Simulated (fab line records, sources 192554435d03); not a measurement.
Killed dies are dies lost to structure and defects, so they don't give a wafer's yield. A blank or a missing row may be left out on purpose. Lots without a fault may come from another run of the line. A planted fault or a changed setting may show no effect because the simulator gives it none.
A struck lot beside a sound one | flow n5_finfet | 15 steps out of a route of 1938
Sound: wafers L584.1, L584.3, L584.6. Struck: wafers L599.2, L599.4. The cause comes at the end.
At each step with rows: each side's tool, then ch and its chambers, then its first start. Under that, the readings that differ: sound wafers | struck wafers | difference of the means | sigmas: that difference in standard deviations of wafers without a fault.
alike: readings whose means differ by less than 2 such deviations, and words and numbers that are the same on both sides. not compared: withheld readings, readings that some wafer has no value for, bounds like >300 that may hide the same value, and numbers for which the record gives no deviation and whose values overlap.
The two part at a step that has a row with sigmas, a row that says differs or no value, or rows on one side only. Numbers that don't overlap but have no deviation are shown without sigmas and don't part them. A reading that every wafer of one side lacks parts them only if that side has two wafers or more.

first, 1 step without rows for these wafers: N5_BEOL_M10_STRIP_77 (strips in N2/H2, time 10 s).
N5_BEOL_M10_OCD_MEAS_38:
  sound on ocd-02, day 10 11:58; struck on ocd-02, day 14 11:56
  alike: trench_depth_nm
then, 4 steps without rows for these wafers: N5_BEOL_M10_HM_STRIP_39 (strips TiN in peroxide tin strip, target depth 25 nm, time 158 s); N5_BEOL_M10_SRD_40 (time 30 s); N5_BEOL_M10_PRECLEAN_42 (cleans in residue remover, time 60 s); N5_BEOL_M10_SRD_43 (time 30 s).
N5_BEOL_M10_CD_MEAS_35: target cd 70 nm.
  sound on cd_sem-01, day 10 12:07; struck on cd_sem-02, day 14 12:05
  alike: cd_nm
N5_BEOL_M10_CURE_72: cures SiCOH lowk, time 120 s.
  sound on uv_cure-02 ch 2, day 10 12:10; struck on uv_cure-02 ch 2, day 14 12:14
  alike: lamp_power_pct, wafer_temp_C_max
N5_BEOL_M10_DEGAS_44: time 60 s.
  sound on pvd_sputter-02, day 10 13:05; struck on pvd_sputter-01, day 14 12:56
  alike: heater_power_w
N5_BEOL_M10_PRE_CLEAN_45: time 30 s.
  sound on pvd_sputter-02, day 10 13:07; struck on pvd_sputter-01, day 14 12:58
  alike: heater_power_w
then, 1 step without rows for these wafers: N5_BEOL_M10_ALD_74 (deposits TaN, target thk 2 nm, pulse time 2 s, purge time 3 s).
N5_BEOL_M10_SURFACE_TREAT_76:
  sound on pvd_sputter-02, day 10 13:30; struck on pvd_sputter-03, day 14 13:19
  not compared: throttle_valve_pct
N5_BEOL_M10_CVD_75: deposits Co from CCTBA/H2, target thk 2 nm, time 138.9 s.
  sound on cvd_co-02 ch 0,2, day 10 13:34; struck on cvd_co-01 ch 1,2, day 14 13:37
  reading          | sound             | struck      | difference | sigmas
  run_length_s (s) | 161.7 161.6 162.2 | 159.4 159.7 | -2.3       | -5
N5_BEOL_M10_SPUTTER_48: material Cu, target thk 12 nm, time 2 s.
  sound on pvd_sputter-02, day 10 13:42; struck on pvd_sputter-01, day 14 13:47
  alike: substrate_temp_c, throttle_valve_pct
N5_PASSIVATION_PROBE_49:
  the record has rows for the struck wafers here (prober-01, day 16 12:53) and none for the sound ones

WHERE THEY PART
First at N5_BEOL_M10_CVD_75; last, within this record, at N5_PASSIVATION_PROBE_49.

WHY: what the simulator had put in
Process parameter drift: cvd_co-01, from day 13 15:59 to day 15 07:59, at N5_BEOL_M10_CVD_75. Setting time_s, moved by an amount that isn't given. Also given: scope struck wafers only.
